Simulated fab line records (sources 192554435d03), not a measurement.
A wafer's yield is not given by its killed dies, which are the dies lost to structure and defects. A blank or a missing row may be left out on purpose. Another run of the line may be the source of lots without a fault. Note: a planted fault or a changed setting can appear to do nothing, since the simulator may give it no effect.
Matching of chambers / flow n5-finfet / 4 sister chambers for N5_BEOL_M13_ETCH_68 on rie-diel-01
The step etches SOC in N2/H2, time 355 s. 8 wafers are shown with their chamber, then 8 later ones without.

== WAFERS PAIRED WITH THEIR CHAMBERS ==
wafer=L081.3; chamber=2; showerhead-plenum-p-Torr (Torr)=2.62; throttle-valve-pct (%)=17.98
wafer=L082.3; chamber=2; showerhead-plenum-p-Torr (Torr)=2.61; throttle-valve-pct (%)=17.99
wafer=L089.2; chamber=1; showerhead-plenum-p-Torr (Torr)=2.47; throttle-valve-pct (%)=17.82
wafer=L089.6; chamber=3; showerhead-plenum-p-Torr (Torr)=2.50; throttle-valve-pct (%)=18.02
wafer=L091.1; chamber=3; showerhead-plenum-p-Torr (Torr)=2.50; throttle-valve-pct (%)=18.02
wafer=L091.2; chamber=1; showerhead-plenum-p-Torr (Torr)=2.47; throttle-valve-pct (%)=17.82
wafer=L091.4; chamber=0; showerhead-plenum-p-Torr (Torr)=2.55; throttle-valve-pct (%)=17.34
wafer=L092.1; chamber=0; showerhead-plenum-p-Torr (Torr)=2.55; throttle-valve-pct (%)=17.35

== WAFERS WHOSE CHAMBER IS MISSING ==
wafer=L092.3; showerhead-plenum-p-Torr (Torr)=2.61; throttle-valve-pct (%)=18.01
wafer=L092.4; showerhead-plenum-p-Torr (Torr)=2.46; throttle-valve-pct (%)=17.80
wafer=L095.1; showerhead-plenum-p-Torr (Torr)=2.60; throttle-valve-pct (%)=18.03
wafer=L095.2; showerhead-plenum-p-Torr (Torr)=2.46; throttle-valve-pct (%)=17.82
wafer=L095.4; showerhead-plenum-p-Torr (Torr)=2.54; throttle-valve-pct (%)=17.35
wafer=L093.1; showerhead-plenum-p-Torr (Torr)=2.46; throttle-valve-pct (%)=17.82
wafer=L093.5; showerhead-plenum-p-Torr (Torr)=2.60; throttle-valve-pct (%)=18.03
wafer=L093.6; showerhead-plenum-p-Torr (Torr)=2.46; throttle-valve-pct (%)=17.83

== EACH ONE'S CHAMBER ==
wafer=L092.3; from the rows above=2; in truth=2
wafer=L092.4; from the rows above=1; in truth=1
wafer=L095.1; from the rows above=2; in truth=2
wafer=L095.2; from the rows above=1; in truth=1
wafer=L095.4; from the rows above=0; in truth=0
wafer=L093.1; from the rows above=1; in truth=1
wafer=L093.5; from the rows above=2; in truth=2
wafer=L093.6; from the rows above=1; in truth=1
Placed correctly: 8 of 8. Left unplaced by these rows: 0. Wrongly placed: 0.
How it was worked out, from the rows above alone: a wafer's distance from a chamber is the root of the sum, over the readings, of the square of ((its reading less the chamber's mean) divided by the reading's scatter). The wafer belongs to the nearest chamber; if the next one is less than 2 further off, it can't be placed. A chamber's mean is the mean of its shown wafers. The scatter: take each reading less its chamber's mean, square it, sum over the shown wafers, divide by the number of wafers less the number of chambers, and take the root.
